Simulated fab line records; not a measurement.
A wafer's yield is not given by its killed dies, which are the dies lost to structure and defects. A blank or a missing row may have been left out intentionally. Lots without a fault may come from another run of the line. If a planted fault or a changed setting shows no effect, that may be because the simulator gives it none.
A lot that was struck, set against a sound lot :: flow n5Finfet :: 40 out of 1938 route steps
Sound: the wafers L477.1, L477.3, L477.4. Struck: wafer L464.4 (L464.1, L464.5, from the same lot, were not struck and are left out); the cause is given at the end.
Order at every step that has rows: each side's tool, ch and its chambers, its first start. Under that, the readings that differ: sound wafers :: struck wafers :: difference of the means :: sigmas: that difference in standard deviations of wafers without a fault.
alike: readings with means less than 2 such deviations apart, plus words and numbers identical on both sides. not compared: withheld readings, readings lacking a value on some wafer, bounds such as >300 that could conceal the same value, and numbers that have no deviation in the record and whose values overlap.
Wherever a step has rows on one side only, a row that says differs or no value, or a row with sigmas, the two part there. Numbers that have no deviation but don't overlap get no sigmas and don't part them. A reading that every wafer of one side lacks parts them only if that side has two wafers or more.

first, 11 steps without rows for these wafers: N5_STI_FIN_REVEAL_ALD_14 (deposits Si3N4, target thk 3 nm); N5_STI_FIN_REVEAL_FCVD_FILL_01 (material SiO2 flowable, target thk 312 nm, time 512.2 s); N5_STI_FIN_REVEAL_DENSIFY_02 (time 1800 s); N5_STI_FIN_REVEAL_CMP_04 (polishes, stops on Si3N4, t overpolish 4 s, target thk 131.83 nm); N5_STI_FIN_REVEAL_DENSIFY_30; N5_STI_FIN_REVEAL_ETCHBACK_08 (etches SiO2 in C4F6/O2, target depth 30.5 nm, time 10.167 s); N5_STI_FIN_REVEAL_STRIP_24 (strips in N2/H2, time 90 s); N5_STI_FIN_REVEAL_PRECLEAN_25 (cleans in SPM, time 90 s); N5_STI_FIN_REVEAL_PRECLEAN_26 (cleans in SC1, time 45 s); N5_STI_FIN_REVEAL_PRECLEAN_29 (cleans in DHF, time 30 s); N5_STI_FIN_REVEAL_SRD_12 (time 30 s).
N5_STI_FIN_REVEAL_RECESS_09: chemistry HF/NH3, target SiO2, afs cycles 11, target depth 42.5 nm, sublimation time 60 s.
  sound on vaporEtch-01 ch 0,1, day 8 00:44; struck on vaporEtch-02 ch 0, day 4 15:40
reading: forelinePTorr (Torr)
sound: 0.1283 0.1280 0.1287
struck: 0.1276
difference: -0.0007
sigmas: -2
  alike: drypumpMotorCurrentA
then, 10 steps without rows for these wafers: N5_STI_FIN_REVEAL_STRIP_16 (strips SiNx in H3PO4, target depth 23.8 nm); N5_STI_FIN_REVEAL_PRECLEAN_17 (cleans in NF3:NH3, afs cycles 1, time 20 s, sublimation time 60 s); N5_STI_FIN_REVEAL_ETCH_34 (etches Si in H2, material Si, target depth 0.97 nm); N5_STI_FIN_REVEAL_OXIDATION_31 (chemistry O2 PLASMA REMOTE, time 20 s); N5_STI_FIN_REVEAL_PRECLEAN_32 (cleans in NF3:NH3, afs cycles 1, time 20 s, sublimation time 60 s); N5_STI_FIN_REVEAL_STRIP_35 (strips Si3N4 in H3PO4, target depth 4 nm, time 39 s); N5_STI_FIN_REVEAL_SRD_21 (time 30 s); N5_STI_FIN_REVEAL_OXIDATION_33 (chemistry O2 PLASMA REMOTE, time 20 s); N5_STI_FIN_REVEAL_CLEAN_19 (cleans in O3/DIW, time 120 s); N5_STI_FIN_REVEAL_SRD_23 (time 30 s).
N5_STI_FIN_REVEAL_FIN_H_MEAS_10:
  sound on ocd-01 at day 8 03:26; struck on ocd-02 at day 4 18:22
reading: trenchDepthNm (nm)
sound: 50.7 52.0 50.3
struck: 48.7
difference: -2.3
sigmas: -3
then, 15 steps without rows for these wafers: N5_STI_FIN_REVEAL_PRECLEAN_18 (cleans in SC2, time 45 s); N5_STI_FIN_REVEAL_SRD_28 (time 30 s); N5_DUMMY_GATE_PRECLEAN_00 (cleans in O3/DIW, time 60 s); N5_DUMMY_GATE_SRD_01 (time 30 s); N5_DUMMY_GATE_ALD_02 (deposits SiO2, target thk 2 nm, pulse time 1 s); N5_DUMMY_GATE_CVD_03 (deposits a-Si from SiH4, target thk 150 nm, time 8042 s); N5_DUMMY_GATE_PRECLEAN_46 (cleans in DIW, time 89.5 s); N5_DUMMY_GATE_SRD_47 (dry time 32 s); N5_DUMMY_GATE_CMP_04 (polishes a-Si); N5_DUMMY_GATE_HM_DEP_06 (deposits SiNx from DCS/NH3, target thk 80 nm, time 5141 s); N5_DUMMY_GATE_PECVD_30 (deposits SiO2 from TEOS/O2, target thk 55 nm, time 10.8 s); N5_DUMMY_GATE_COAT_34 (time 60 s, resist thk 60 nm); N5_DUMMY_GATE_COAT_35 (time 60 s, resist thk 10 nm); N5_DUMMY_GATE_COAT_28 (time 60 s, resist thk 10 nm); N5_DUMMY_GATE_COAT_09 (resist thk 30 nm).
-- the record jumps here: 8 days lie between the struck wafers' starts before and after (it left off in module DUMMY_GATE and takes up again in module BEOL_M4, whose first step shown is number 1111 of the route) --
N5_BEOL_M4_RC_MEAS_101:
  sound on prober-01 ch 0, day 15 08:09; struck on prober-02 ch 0, day 12 17:55
reading: IOFF_P (nA/um)
sound: 0.28 0.29 0.30
struck: 0.19
difference: -0.10
sigmas: -3

reading: ION_N (uA/um)
sound: 681 704 682
struck: 637
difference: -52
sigmas: -5

reading: ION_P (uA/um)
sound: 471 482 473
struck: 438
difference: -37
sigmas: -4

reading: VT_N (mV)
sound: 248.2 243.7 246.9
struck: 252.6
difference: +6.3
sigmas: +2

reading: VT_P (mV)
sound: -247 -244 -244
struck: -253
difference: -8
sigmas: -2
  alike: DIBL_N, DIBL_P, IOFF_N, SS_N, SS_P
-- a jump in the record: the struck wafers' starts before and after are 5 days apart (it breaks off in module BEOL_M4 and resumes in module PASSIVATION, where the first step shown is number 1936 of the route) --
N5_PASSIVATION_PROBE_49:
  sound on prober-01 at day 20 07:55; struck on prober-02 at day 17 11:57
reading: sort_bin_8_speed (%)
sound: 0 0 0
struck: 9.58
difference: +9.58
sigmas: +99 or more

reading: sortNPass
sound: 1055 1096 1030
struck: 942
difference: -118
sigmas: -7

reading: sortYieldPct (%)
sound: 89.4 92.9 87.3
struck: 79.8
difference: -10.1
sigmas: -7
  alike: defectLimitedYield, killed_at_M0_to_M3, killed_at_M4_up, killedAtContacts, killedAtFrontEnd, killedAtOther, killedDies, killedOpen, killedShort, sort_bin_5_function, sort_bin_6_memory

WHERE THEY PART
Earliest at N5_STI_FIN_REVEAL_RECESS_09; latest, in this record, at N5_PASSIVATION_PROBE_49.

WHY: what the simulator had put in
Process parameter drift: vaporEtch-02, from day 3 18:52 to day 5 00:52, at N5_STI_FIN_REVEAL_RECESS_09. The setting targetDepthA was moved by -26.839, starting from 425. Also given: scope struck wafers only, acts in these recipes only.
